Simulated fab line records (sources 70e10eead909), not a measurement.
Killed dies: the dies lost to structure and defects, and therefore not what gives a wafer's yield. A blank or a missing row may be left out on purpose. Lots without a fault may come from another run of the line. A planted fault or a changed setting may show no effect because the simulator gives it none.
Chamber matching :: flow nand harc :: NHARC_P_M1_DESCUM_14 on rie diel-08: 4 sister chambers
The step chemistry O2, time 3 s. 14 wafers are shown with their chamber, then 7 later ones without.

WAFERS WITH THEIR CHAMBER
wafer: L481.1
chamber: 2
drypump motor current A (A): 5.7
oes product au (a.u.): 0.996
chamber pressure mTorr (mTorr): 59.98

wafer: L481.4
chamber: 1
drypump motor current A (A): 6.3
oes product au (a.u.): 0.980
chamber pressure mTorr (mTorr): 59.96

wafer: L481.6
chamber: 3
drypump motor current A (A): 4.8
oes product au (a.u.): 1.007
chamber pressure mTorr (mTorr): 60.02

wafer: L482.3
chamber: 2
drypump motor current A (A): 5.8
oes product au (a.u.): 0.995
chamber pressure mTorr (mTorr): 60.00

wafer: L482.4
chamber: 3
drypump motor current A (A): 4.8
oes product au (a.u.): 0.998
chamber pressure mTorr (mTorr): 60.02

wafer: L482.5
chamber: 3
drypump motor current A (A): 4.8
oes product au (a.u.): 0.990
chamber pressure mTorr (mTorr): 59.99

wafer: L490.1
chamber: 2
drypump motor current A (A): 5.8
oes product au (a.u.): 1.012
chamber pressure mTorr (mTorr): 60.16

wafer: L490.4
chamber: 3
drypump motor current A (A): 4.8
oes product au (a.u.): 1.003
chamber pressure mTorr (mTorr): 60.00

wafer: L490.5
chamber: 0
drypump motor current A (A): 5.7
oes product au (a.u.): 0.982
chamber pressure mTorr (mTorr): 59.97

wafer: L489.3
chamber: 2
drypump motor current A (A): 5.8
oes product au (a.u.): 0.998
chamber pressure mTorr (mTorr): 60.06

wafer: L489.4
chamber: 1
drypump motor current A (A): 6.3
oes product au (a.u.): 0.998
chamber pressure mTorr (mTorr): 59.91

wafer: L489.6
chamber: 3
drypump motor current A (A): 4.8
oes product au (a.u.): 1.004
chamber pressure mTorr (mTorr): 59.96

wafer: L491.2
chamber: 2
drypump motor current A (A): 5.8
oes product au (a.u.): 0.998
chamber pressure mTorr (mTorr): 59.98

wafer: L491.3
chamber: 3
drypump motor current A (A): 4.8
oes product au (a.u.): 1.001
chamber pressure mTorr (mTorr): 60.00

SIGNATURES, as means of the wafers listed above
reading: drypump motor current A
chamber 0: 5.700
chamber 1: 6.300
chamber 2: 5.780
chamber 3: 4.800
scatter within a chamber: 0.0283

reading: oes product au
chamber 0: 0.98200
chamber 1: 0.98900
chamber 2: 0.99980
chamber 3: 1.00050
scatter within a chamber: 0.0073

reading: chamber pressure mTorr
chamber 0: 59.9700
chamber 1: 59.9350
chamber 2: 60.0360
chamber 3: 59.9983
scatter within a chamber: 0.0522
Rule: a wafer lies at a distance from a chamber equal to the root of the sum of squares, over the readings, of (its reading less the chamber's mean, divided by the reading's scatter). The wafer belongs to the nearest chamber; if the next one is less than 2 further off, it can't be placed. The scatter: take each reading less its chamber's mean, square it, sum over the shown wafers, divide by the number of wafers less the number of chambers, and take the root.

WAFERS WHOSE CHAMBER IS MISSING
wafer: L491.5
drypump motor current A (A): 5.8
oes product au (a.u.): 0.996
chamber pressure mTorr (mTorr): 60.07

wafer: L502.1
drypump motor current A (A): 6.3
oes product au (a.u.): 1.010
chamber pressure mTorr (mTorr): 59.97

wafer: L502.3
drypump motor current A (A): 5.8
oes product au (a.u.): 1.001
chamber pressure mTorr (mTorr): 59.91

wafer: L502.5
drypump motor current A (A): 5.7
oes product au (a.u.): 1.002
chamber pressure mTorr (mTorr): 59.96

wafer: L504.1
drypump motor current A (A): 5.7
oes product au (a.u.): 0.994
chamber pressure mTorr (mTorr): 59.99

wafer: L504.4
drypump motor current A (A): 6.3
oes product au (a.u.): 1.014
chamber pressure mTorr (mTorr): 60.04

wafer: L504.5
drypump motor current A (A): 5.8
oes product au (a.u.): 1.002
chamber pressure mTorr (mTorr): 60.14

WHICH CHAMBER EACH ONE RAN IN
wafer: L491.5
from the rows above: 2
in truth: 2

wafer: L502.1
from the rows above: 1
in truth: 1

wafer: L502.3
from the rows above: 2
in truth: 2

wafer: L502.5
from the rows above: can't be placed: 0 or 2
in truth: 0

wafer: L504.1
from the rows above: can't be placed: 0 or 2
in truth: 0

wafer: L504.4
from the rows above: 1
in truth: 1

wafer: L504.5
from the rows above: 2
in truth: 2
5 of 7 placed correctly. Not placeable from these rows: 2 (in 2, the candidates include the true chamber). Number placed wrongly: 0.
